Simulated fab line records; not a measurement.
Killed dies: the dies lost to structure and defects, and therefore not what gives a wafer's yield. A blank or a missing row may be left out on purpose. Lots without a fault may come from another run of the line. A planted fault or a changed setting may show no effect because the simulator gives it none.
fab line records ; flow n5_finfet ; part 2 of 2: steps 5 to 6 of 6
record: lots: 22; wafers: 66; last_day: 18
route steps=1938 shown BEOL_M8@1332
lots that met no fault: from a run of the same line without faults
start_h: start of the lot's first displayed wafer, in hours after the record's first day ; wait_h: hours since the lot's step before ; " as in the row above ; L1.1+2: a row that stands for several wafers ; - value missing, or start not given ; * or withheld: withheld ; < > ~ a bound
route shown NAME@n: a module of which the file shows steps, and the number in the route of the first ; usual: mean and standard deviation over wafers with no fault ; same: alike in all rows ; chamber/n: place in a boat ; sites: readings site by site ; _std_site: standard deviation across them ; _edge_site: outer sites' mean less inner sites' ; radius_mm: for every site, how far away it sits from the centre of the wafer ; mask NAME#n: copy n ; behind: tool/chamber where the wafer was last shaped ; hold: the reason the lot was held/the length of the hold in hours/how it ended ; device: whichever transistor did not switch (one of n, p or np) ; end of line: the same wafers' tests at the end of the route ; a step given without rows: its recipe and nothing more ; killed: the dies lost at the first sort to structure and to defects; this is not the yield of the wafer ; map: shows each die of a wafer: x if killed, . if not, _ if none is there
set.NAME: the setting the step ran with; set.NAME@STEP: the setting that earlier step ran with ; model.NAME: the simulator's own value behind a step, which no gauge read
steps of the route over a sample of lots; a table a step, a row a wafer
services: when a tool's chamber went out of use (start_h, in hours from the record's first day, below 0 if earlier), for how many hours, and the reason
== steps ==
step: N5_BEOL_M8_ETCH_72
recipe: chemistry: N2/H2; target: underlayer; target_depth_a: 65; mask_material: CAR-EUV; time_s: 5.2; ion_energy_ev: 200; pressure_mtorr: 30; source_w: 840; bias_w: 150; n2_flow_sccm: 200; h2_flow_sccm: 200; ends: cleared
usual: drypump_motor_current_A: 5.7/0.42; etch_rf_on_time_s: 5.18/0.086; oes_product_au: 0.70/0.061; rf_vpp_V: 524.1/2.5; showerhead_plenum_p_Torr: 2.55/0.083; throttle_valve_pct: 17.69/0.23
lot.wafer;tool;chamber;start_h;wait_h;drypump_motor_current_A;etch_rf_on_time_s;oes_product_au;rf_hours_counter_h;rf_vpp_V;showerhead_plenum_p_Torr;throttle_valve_pct
L075.1;rie_diel-04;2;201.82;0.0;5.7;5.11;0.59;249;524.9;2.49;17.95
L075.3;rie_diel-04;1;201.82;0.0;5.4;5.03;0.76;46;525.2;2.59;17.65
L075.5;rie_diel-04;2;201.82;0.0;5.8;5.11;0.59;-;523.7;2.49;17.95
L074.2;rie_diel-02;1;203.47;0.0;5.3;5.21;0.73;63;526.4;2.59;17.78
L074.3;rie_diel-02;3;203.47;0.0;5.7;5.10;0.77;24;524.3;2.59;17.51
L074.6;rie_diel-02;2;203.47;0.0;6.2;5.27;0.69;-;528.3;2.66;17.55
L076.2;rie_diel-02;3;210.96;0.0;5.7;5.14;0.75;27;525.2;2.59;17.52
L076.5;rie_diel-02;1;210.96;0.0;5.2;5.26;0.71;-;524.7;2.59;17.79
L076.6;rie_diel-02;2;210.96;0.0;6.2;5.31;0.67;-;527.9;2.66;17.56
L077.2;rie_diel-02;0;218.66;0.0;5.8;5.24;0.60;205;518.8;2.41;17.81
L077.3;rie_diel-02;3;218.66;0.0;5.7;5.16;0.75;30;525.4;2.59;17.53
L077.6;rie_diel-02;1;218.66;0.0;5.2;5.25;0.70;-;524.2;2.59;17.78
L079.1;rie_diel-04;3;232.91;0.0;6.5;5.22;0.60;223;526.9;2.61;17.94
L079.2;rie_diel-04;0;232.91;0.0;5.2;5.16;0.76;15;523.0;2.48;17.16
L079.5;rie_diel-04;3;232.91;0.0;6.5;5.18;0.60;-;525.4;2.61;17.93
L080.1;rie_diel-02;0;242.92;0.0;5.8;5.26;0.60;213;519.8;2.40;17.82
L080.4;rie_diel-02;2;242.92;0.0;6.2;5.30;0.67;100;526.8;2.66;17.57
L080.5;rie_diel-02;0;242.92;0.0;5.8;5.30;0.61;-;521.8;2.40;17.82
L082.1;rie_diel-04;1;248.87;0.0;5.4;5.13;0.72;64;525.1;2.59;17.70
L082.2;rie_diel-04;0;248.87;0.0;5.2;5.20;0.75;20;520.8;2.48;17.17
L082.4;rie_diel-04;2;248.87;0.0;5.8;5.00;0.86;-;522.3;2.49;17.55
L081.3;rie_diel-02;0;248.99;0.0;5.8;5.28;0.59;215;521.0;2.40;17.85
L081.4;rie_diel-02;2;248.99;0.0;6.2;5.30;0.67;102;526.5;2.66;17.58
L081.6;rie_diel-02;3;248.99;0.0;5.7;5.23;0.74;-;524.1;2.59;17.53
L084.3;rie_diel-05;2;260.45;0.0;6.5;5.10;0.80;10;526.8;2.63;17.92
L084.4;rie_diel-05;3;260.45;0.0;5.2;5.20;0.72;64;529.3;2.70;17.80
L084.6;rie_diel-05;2;260.45;0.0;6.6;5.08;0.80;-;525.5;2.63;17.92
L083.1;rie_diel-04;3;260.96;0.0;6.5;5.24;0.60;230;526.2;2.61;17.94
L083.3;rie_diel-04;0;260.96;0.0;5.2;5.26;0.75;25;522.9;2.47;17.15
L083.5;rie_diel-04;3;260.96;0.0;6.5;5.23;0.59;-;526.8;2.61;17.96
L085.3;rie_diel-02;2;261.34;0.0;6.2;5.24;0.67;107;529.0;2.65;17.59
L085.5;rie_diel-02;0;261.34;0.0;5.8;5.20;0.61;-;516.9;2.40;17.86
L085.6;rie_diel-02;1;261.34;0.0;5.3;5.24;0.70;-;525.1;2.58;17.80
L087.3;rie_diel-04;3;281.27;0.0;6.5;5.16;0.59;238;525.0;2.60;17.97
L087.4;rie_diel-04;2;281.27;0.0;5.8;4.97;0.82;18;519.2;2.48;17.60
L087.5;rie_diel-04;1;281.27;0.0;5.3;5.05;0.71;-;524.1;2.58;17.73
L088.1;rie_diel-05;3;296.78;0.0;5.2;5.21;0.71;74;528.2;2.70;17.81
L088.3;rie_diel-05;0;296.78;0.0;5.8;5.10;0.72;68;520.1;2.47;17.84
L088.4;rie_diel-05;1;296.78;0.0;5.7;5.03;0.70;86;524.2;2.46;17.95
L089.2;rie_diel-04;2;308.43;0.0;5.8;5.13;0.80;28;522.8;2.48;17.61
L089.4;rie_diel-04;0;308.43;0.0;5.3;5.31;0.71;-;522.8;2.47;17.19
L089.5;rie_diel-04;2;308.43;0.0;5.8;5.06;0.80;-;523.0;2.48;17.60
L090.1;rie_diel-02;3;313.72;0.0;5.7;5.22;0.71;60;525.2;2.58;17.58
L090.3;rie_diel-02;2;313.72;0.0;6.2;5.25;0.65;122;526.8;2.65;17.63
L090.5;rie_diel-02;3;313.72;0.0;5.7;5.19;0.69;-;524.8;2.58;17.60
L093.2;rie_diel-04;1;313.83;0.0;5.4;5.12;0.69;90;523.3;2.58;17.75
L093.4;rie_diel-04;3;313.83;0.0;6.5;5.26;0.58;245;525.0;2.60;17.96
L093.6;rie_diel-04;3;313.83;0.0;6.5;5.27;0.59;-;525.9;2.60;17.98
L091.3;rie_diel-05;2;315.43;0.0;6.6;5.18;0.78;26;523.9;2.62;17.94
L091.5;rie_diel-05;1;315.43;0.0;5.7;5.12;0.69;-;524.1;2.46;17.97
L091.6;rie_diel-05;2;315.43;0.0;6.5;5.16;0.77;-;523.5;2.62;17.96
L092.1;rie_diel-05;0;323.56;0.0;5.8;5.10;0.71;76;521.7;2.47;17.87
L092.2;rie_diel-05;1;323.56;0.0;5.6;5.03;0.69;94;521.4;2.46;17.93
L092.3;rie_diel-05;2;323.56;0.0;6.5;5.14;0.78;28;524.3;2.62;17.97
L095.1;rie_diel-04;1;335.78;0.0;5.4;5.09;0.69;99;524.9;2.57;17.76
L095.3;rie_diel-04;0;335.78;0.0;5.2;5.17;0.71;55;520.9;2.46;17.26
L095.6;rie_diel-04;0;335.78;0.0;5.2;5.23;0.71;-;522.1;2.46;17.23
L094.3;rie_diel-05;0;345.55;0.0;5.8;5.16;0.70;84;523.6;2.47;17.87
L094.5;rie_diel-05;3;345.55;0.0;5.2;5.23;0.69;-;529.7;2.69;17.85
L094.6;rie_diel-05;0;345.55;0.0;5.7;5.18;0.70;-;521.3;2.47;17.87
L097.1;rie_diel-04;2;351.59;0.0;5.8;5.05;0.79;44;521.8;2.47;17.63
L097.3;rie_diel-04;0;351.59;0.0;5.2;5.19;0.70;60;522.3;2.46;17.23
L097.6;rie_diel-04;0;351.59;0.0;5.2;5.22;0.69;-;522.7;2.46;17.24
L096.1;rie_diel-02;1;361.48;0.0;5.2;5.26;0.68;116;526.5;2.57;17.85
L096.4;rie_diel-02;2;361.48;0.0;6.2;5.32;0.65;-;525.5;2.64;17.65
L096.5;rie_diel-02;1;361.48;0.0;5.3;5.24;0.67;-;525.5;2.57;17.88
step: N5_BEOL_M8_VIA_ETCH_34
recipe: chemistry: C4F6/O2; target: SiCOH_lowk; target_depth_a: 1255; mask_material: SOC; taper_deg: 4; time_s: 50.5; ion_energy_ev: 250; pressure_mtorr: 30; source_w: 345; bias_w: 185; Ar_flow_sccm: 300; C4F6_flow_sccm: 10; O2_flow_sccm: 10
usual: O2_flow_sccm: 10.00/0.031; drypump_motor_current_A: 5.7/0.42; oes_product_au: 0.82/0.073; rf_vpp_V: 671/14; showerhead_plenum_p_Torr: 2.84/0.084; throttle_valve_pct: 20.71/0.19
lot.wafer;tool;chamber;start_h;wait_h;O2_flow_sccm;drypump_motor_current_A;oes_product_au;rf_hours_counter_h;rf_vpp_V;showerhead_plenum_p_Torr;throttle_valve_pct
L075.1;rie_diel-04;2;201.96;0.0;9.98;5.8;0.70;249;669;2.80;21.02
L075.3;rie_diel-04;1;201.96;0.0;10.03;5.3;0.88;46;675;2.88;20.67
L075.5;rie_diel-04;2;201.96;0.0;10.02;5.8;0.69;-;668;2.80;21.01
L074.2;rie_diel-02;1;203.62;0.0;10.01;5.2;0.85;63;664;2.87;20.71
L074.3;rie_diel-02;3;203.62;0.0;10.01;5.7;0.89;24;690;2.90;20.51
L074.6;rie_diel-02;2;203.62;0.0;9.96;6.2;0.80;-;646;2.97;20.56
L076.2;rie_diel-02;3;211.11;0.0;9.97;5.7;0.88;27;689;2.90;20.52
L076.5;rie_diel-02;1;211.11;0.0;10.00;5.2;0.84;-;665;2.87;20.71
L076.6;rie_diel-02;2;211.11;0.0;9.96;6.2;0.79;-;646;2.96;20.57
L077.2;rie_diel-02;0;218.81;0.0;10.00;5.8;0.72;205;687;2.71;20.85
L077.3;rie_diel-02;3;218.81;0.0;9.95;5.7;0.88;30;688;2.90;20.52
L077.6;rie_diel-02;1;218.81;0.0;10.05;5.2;0.84;-;666;2.87;20.72
L079.1;rie_diel-04;3;233.06;0.0;10.02;6.5;0.70;223;670;2.90;20.87
L079.2;rie_diel-04;0;233.06;0.0;9.97;5.2;0.91;15;689;2.78;20.30
L079.5;rie_diel-04;3;233.06;0.0;9.98;6.5;0.70;-;670;2.90;20.90
L080.1;rie_diel-02;0;243.06;0.0;10.01;5.8;0.71;213;687;2.71;20.87
L080.4;rie_diel-02;2;243.06;0.0;9.97;6.2;0.79;100;646;2.96;20.60
L080.5;rie_diel-02;0;243.06;0.0;10.00;5.8;0.71;-;684;2.71;20.87
L082.1;rie_diel-04;1;249.01;0.0;10.01;5.4;0.85;64;673;2.88;20.71
L082.2;rie_diel-04;0;249.01;0.0;9.96;5.2;0.90;20;687;2.78;20.30
L082.4;rie_diel-04;2;249.01;0.0;9.98;5.8;1.01;-;667;2.79;20.69
L081.3;rie_diel-02;0;249.13;0.0;10.01;5.8;0.71;215;686;2.70;20.86
L081.4;rie_diel-02;2;249.13;0.0;10.01;6.2;0.78;102;645;2.96;20.60
L081.6;rie_diel-02;3;249.13;0.0;9.99;5.7;0.85;-;690;2.89;20.52
L084.3;rie_diel-05;2;260.59;0.0;10.01;6.5;0.96;10;655;2.93;20.94
L084.4;rie_diel-05;3;260.59;0.0;10.03;5.2;0.85;64;669;3.01;20.87
L084.6;rie_diel-05;2;260.59;0.0;10.05;6.6;0.95;-;655;2.93;20.95
L083.1;rie_diel-04;3;261.11;0.0;9.97;6.5;0.70;230;669;2.90;20.87
L083.3;rie_diel-04;0;261.11;0.0;10.02;5.2;0.88;25;687;2.78;20.32
L083.5;rie_diel-04;3;261.11;0.0;10.02;6.5;0.70;-;669;2.90;20.89
L085.3;rie_diel-02;2;261.49;0.0;9.98;6.2;0.77;107;645;2.96;20.60
L085.5;rie_diel-02;0;261.49;0.0;9.96;5.8;0.70;-;687;2.70;20.87
L085.6;rie_diel-02;1;261.49;0.0;10.05;5.2;0.82;-;666;2.86;20.72
L087.3;rie_diel-04;3;281.41;0.0;10.06;6.5;0.69;238;670;2.90;20.91
L087.4;rie_diel-04;2;281.41;0.0;10.01;5.8;0.97;18;668;2.78;20.72
L087.5;rie_diel-04;1;281.41;0.0;9.95;5.4;0.84;-;675;2.87;20.71
L088.1;rie_diel-05;3;296.93;0.0;9.97;5.2;0.83;74;669;3.01;20.88
L088.3;rie_diel-05;0;296.93;0.0;10.07;5.8;0.84;68;659;2.76;20.77
L088.4;rie_diel-05;1;296.93;0.0;10.02;5.7;0.82;86;664;2.75;20.91
L089.2;rie_diel-04;2;308.57;0.0;9.98;5.8;0.93;28;668;2.78;20.73
L089.4;rie_diel-04;0;308.57;0.0;10.05;5.2;0.85;-;688;2.77;20.34
L089.5;rie_diel-04;2;308.57;0.0;9.98;5.8;0.94;-;667;2.78;20.72
L090.1;rie_diel-02;3;313.86;0.0;10.00;5.7;0.82;60;689;2.88;20.55
L090.3;rie_diel-02;2;313.86;0.0;10.02;6.2;0.76;122;645;2.95;20.61
L090.5;rie_diel-02;3;313.86;0.0;10.00;5.7;0.83;-;688;2.88;20.57
L093.2;rie_diel-04;1;313.97;0.0;10.00;5.4;0.82;90;673;2.86;20.73
L093.4;rie_diel-04;3;313.97;0.0;10.00;6.5;0.69;245;669;2.90;20.93
L093.6;rie_diel-04;3;313.97;0.0;10.02;6.5;0.69;-;668;2.89;20.91
L091.3;rie_diel-05;2;315.57;0.0;9.97;6.5;0.92;26;655;2.92;20.96
L091.5;rie_diel-05;1;315.57;0.0;10.01;5.7;0.80;-;665;2.75;20.91
L091.6;rie_diel-05;2;315.57;0.0;9.95;6.5;0.91;-;655;2.92;20.98
L092.1;rie_diel-05;0;323.71;0.0;10.02;5.8;0.84;76;659;2.75;20.77
L092.2;rie_diel-05;1;323.71;0.0;9.99;5.6;0.79;94;665;2.75;20.91
L092.3;rie_diel-05;2;323.71;0.0;9.98;6.5;0.91;28;655;2.92;20.97
L095.1;rie_diel-04;1;335.92;0.0;10.04;5.4;0.81;99;674;2.86;20.76
L095.3;rie_diel-04;0;335.92;0.0;9.98;5.2;0.83;55;686;2.77;20.35
L095.6;rie_diel-04;0;335.92;0.0;10.01;5.2;0.83;-;687;2.77;20.36
L094.3;rie_diel-05;0;345.69;0.0;9.97;5.8;0.82;84;658;2.75;20.78
L094.5;rie_diel-05;3;345.69;0.0;9.99;5.2;0.82;-;669;3.00;20.90
L094.6;rie_diel-05;0;345.69;0.0;9.96;5.8;0.82;-;658;2.75;20.79
L097.1;rie_diel-04;2;351.74;0.0;9.98;5.8;0.91;44;668;2.77;20.75
L097.3;rie_diel-04;0;351.74;0.0;10.05;5.2;0.83;60;687;2.76;20.36
L097.6;rie_diel-04;0;351.74;0.0;10.06;5.2;0.83;-;687;2.76;20.35
L096.1;rie_diel-02;1;361.62;0.0;9.97;5.3;0.79;116;663;2.85;20.77
L096.4;rie_diel-02;2;361.62;0.0;9.96;6.2;0.75;-;644;2.94;20.63
L096.5;rie_diel-02;1;361.62;0.0;9.93;5.3;0.78;-;663;2.85;20.79
== services ==
tool;chamber;start_h;hours;kind
rie_diel-04;0;212.51;4.9;repair
rie_diel-04;2;214.43;1.4;repair
pecvd-02;-;216.91;14.6;pm
rie_diel-04;2;217.64;-;clean
rie_diel-04;2;217.64;-;consumable_replace:focus_ring
rie_diel-04;2;217.64;18.5;scheduled_down
rie_diel-04;2;217.64;18.5;vent_cycle
pecvd-02;2;233.53;18.2;repair
pecvd-01;1;243.29;17.6;repair
pecvd-01;-;245.94;0.7;repair
pecvd-01;-;268.67;0.6;repair
rie_metal-01;1;276.01;6.2;repair
rie_diel-04;3;302.35;11.0;repair
pecvd-02;0;302.60;6.9;repair
rie_diel-05;-;312.36;2.8;pm
rie_metal-02;0;320.82;3.8;repair
rie_diel-04;3;329.41;-;clean
rie_diel-04;3;329.41;-;consumable_replace:focus_ring
pecvd-02;-;336.80;1.3;repair
rie_diel-04;-;337.78;6.8;repair
pecvd-03;1;339.16;4.0;repair
rie_diel-02;-;344.64;0.3;repair
rie_metal-03;-;350.73;2.8;pm
rie_diel-05;3;351.58;8.8;repair
